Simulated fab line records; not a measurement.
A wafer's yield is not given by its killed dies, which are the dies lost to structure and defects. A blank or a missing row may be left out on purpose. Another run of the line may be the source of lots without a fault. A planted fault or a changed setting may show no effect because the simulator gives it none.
Chamber matching / flow n5Finfet / rieSi-03 running N5_FIN_CUT_CUT_ETCH_15: 4 sister chambers
The step etches Si in HBr/Cl2/O2, target depth 100 nm, bt time 10 s, time 42.4 s. 22 wafers are shown with their chamber, then 11 later ones without.

WAFERS, EACH WITH ITS CHAMBER
wafer=L074.1; chamber=3; throttleValvePct (%)=37.09; drypumpMotorCurrentA (A)=6.2; heBacksideLeakSccm (sccm)=3.1
wafer=L074.5; chamber=3; throttleValvePct (%)=37.10; drypumpMotorCurrentA (A)=6.2; heBacksideLeakSccm (sccm)=3.2
wafer=L074.6; chamber=0; throttleValvePct (%)=37.37; drypumpMotorCurrentA (A)=5.8; heBacksideLeakSccm (sccm)=2.2
wafer=L076.1; chamber=0; throttleValvePct (%)=37.40; drypumpMotorCurrentA (A)=5.8; heBacksideLeakSccm (sccm)=2.2
wafer=L076.3; chamber=2; throttleValvePct (%)=37.39; drypumpMotorCurrentA (A)=5.9; heBacksideLeakSccm (sccm)=3.4
wafer=L076.6; chamber=0; throttleValvePct (%)=37.38; drypumpMotorCurrentA (A)=5.8; heBacksideLeakSccm (sccm)=2.1
wafer=L080.1; chamber=0; throttleValvePct (%)=37.37; drypumpMotorCurrentA (A)=5.8; heBacksideLeakSccm (sccm)=2.2
wafer=L080.3; chamber=1; throttleValvePct (%)=37.61; drypumpMotorCurrentA (A)=5.5; heBacksideLeakSccm (sccm)=3.3
wafer=L080.6; chamber=2; throttleValvePct (%)=37.42; drypumpMotorCurrentA (A)=5.9; heBacksideLeakSccm (sccm)=3.3
wafer=L082.1; chamber=3; throttleValvePct (%)=37.08; drypumpMotorCurrentA (A)=6.1; heBacksideLeakSccm (sccm)=3.0
wafer=L082.2; chamber=0; throttleValvePct (%)=37.38; drypumpMotorCurrentA (A)=5.8; heBacksideLeakSccm (sccm)=2.3
wafer=L082.4; chamber=1; throttleValvePct (%)=37.62; drypumpMotorCurrentA (A)=5.5; heBacksideLeakSccm (sccm)=3.4
wafer=L084.1; chamber=0; throttleValvePct (%)=37.38; drypumpMotorCurrentA (A)=5.8; heBacksideLeakSccm (sccm)=2.3
wafer=L084.2; chamber=1; throttleValvePct (%)=37.62; drypumpMotorCurrentA (A)=5.5; heBacksideLeakSccm (sccm)=3.1
wafer=L084.6; chamber=2; throttleValvePct (%)=37.42; drypumpMotorCurrentA (A)=5.9; heBacksideLeakSccm (sccm)=3.4
wafer=L085.2; chamber=1; throttleValvePct (%)=37.62; drypumpMotorCurrentA (A)=5.5; heBacksideLeakSccm (sccm)=3.4
wafer=L085.3; chamber=0; throttleValvePct (%)=37.39; drypumpMotorCurrentA (A)=5.8; heBacksideLeakSccm (sccm)=2.2
wafer=L085.6; chamber=0; throttleValvePct (%)=37.37; drypumpMotorCurrentA (A)=5.8; heBacksideLeakSccm (sccm)=2.0
wafer=L087.1; chamber=1; throttleValvePct (%)=37.62; drypumpMotorCurrentA (A)=5.5; heBacksideLeakSccm (sccm)=3.2
wafer=L087.3; chamber=0; throttleValvePct (%)=37.38; drypumpMotorCurrentA (A)=5.8; heBacksideLeakSccm (sccm)=2.1
wafer=L087.6; chamber=2; throttleValvePct (%)=37.41; drypumpMotorCurrentA (A)=5.8; heBacksideLeakSccm (sccm)=3.3
wafer=L088.2; chamber=0; throttleValvePct (%)=37.39; drypumpMotorCurrentA (A)=5.8; heBacksideLeakSccm (sccm)=2.3

SIGNATURES (averages over the wafers above)
reading=throttleValvePct; chamber 0=37.3810; chamber 1=37.6180; chamber 2=37.4100; chamber 3=37.0900; scatter within a chamber=0.00992
reading=drypumpMotorCurrentA; chamber 0=5.800; chamber 1=5.500; chamber 2=5.875; chamber 3=6.167; scatter within a chamber=0.0281
reading=heBacksideLeakSccm; chamber 0=2.190; chamber 1=3.280; chamber 2=3.350; chamber 3=3.100; scatter within a chamber=0.102
Rule: for each reading, subtract the chamber's mean from the wafer's reading, divide by that reading's scatter and square the result; add these up over the readings and take the root, which gives the wafer's distance from the chamber. The wafer belongs to the nearest chamber; if the next one is less than 2 further off, it can't be placed. The scatter: take each reading less its chamber's mean, square it, sum over the shown wafers, divide by the number of wafers less the number of chambers, and take the root.

WAFERS MISSING THEIR CHAMBER
wafer=L088.3; throttleValvePct (%)=37.62; drypumpMotorCurrentA (A)=5.5; heBacksideLeakSccm (sccm)=3.3
wafer=L088.5; throttleValvePct (%)=37.62; drypumpMotorCurrentA (A)=5.5; heBacksideLeakSccm (sccm)=3.4
wafer=L089.2; throttleValvePct (%)=37.63; drypumpMotorCurrentA (A)=5.5; heBacksideLeakSccm (sccm)=3.4
wafer=L089.3; throttleValvePct (%)=37.38; drypumpMotorCurrentA (A)=5.8; heBacksideLeakSccm (sccm)=2.1
wafer=L089.4; throttleValvePct (%)=37.10; drypumpMotorCurrentA (A)=6.1; heBacksideLeakSccm (sccm)=2.9
wafer=L095.2; throttleValvePct (%)=37.10; drypumpMotorCurrentA (A)=6.1; heBacksideLeakSccm (sccm)=3.0
wafer=L095.3; throttleValvePct (%)=37.38; drypumpMotorCurrentA (A)=5.8; heBacksideLeakSccm (sccm)=2.4
wafer=L095.4; throttleValvePct (%)=37.63; drypumpMotorCurrentA (A)=5.5; heBacksideLeakSccm (sccm)=3.1
wafer=L096.2; throttleValvePct (%)=37.61; drypumpMotorCurrentA (A)=5.5; heBacksideLeakSccm (sccm)=3.3
wafer=L096.3; throttleValvePct (%)=37.38; drypumpMotorCurrentA (A)=5.8; heBacksideLeakSccm (sccm)=2.3
wafer=L096.4; throttleValvePct (%)=37.10; drypumpMotorCurrentA (A)=6.2; heBacksideLeakSccm (sccm)=3.0

THE CHAMBER EACH PASSED THROUGH
wafer=L088.3; from the rows above=1; in truth=1
wafer=L088.5; from the rows above=1; in truth=1
wafer=L089.2; from the rows above=1; in truth=1
wafer=L089.3; from the rows above=0; in truth=0
wafer=L089.4; from the rows above=3; in truth=3
wafer=L095.2; from the rows above=3; in truth=3
wafer=L095.3; from the rows above=0; in truth=0
wafer=L095.4; from the rows above=1; in truth=1
wafer=L096.2; from the rows above=1; in truth=1
wafer=L096.3; from the rows above=0; in truth=0
wafer=L096.4; from the rows above=3; in truth=3
Correct placement for 11 of the 11. Left unplaced by these rows: 0. Placed wrongly: 0.
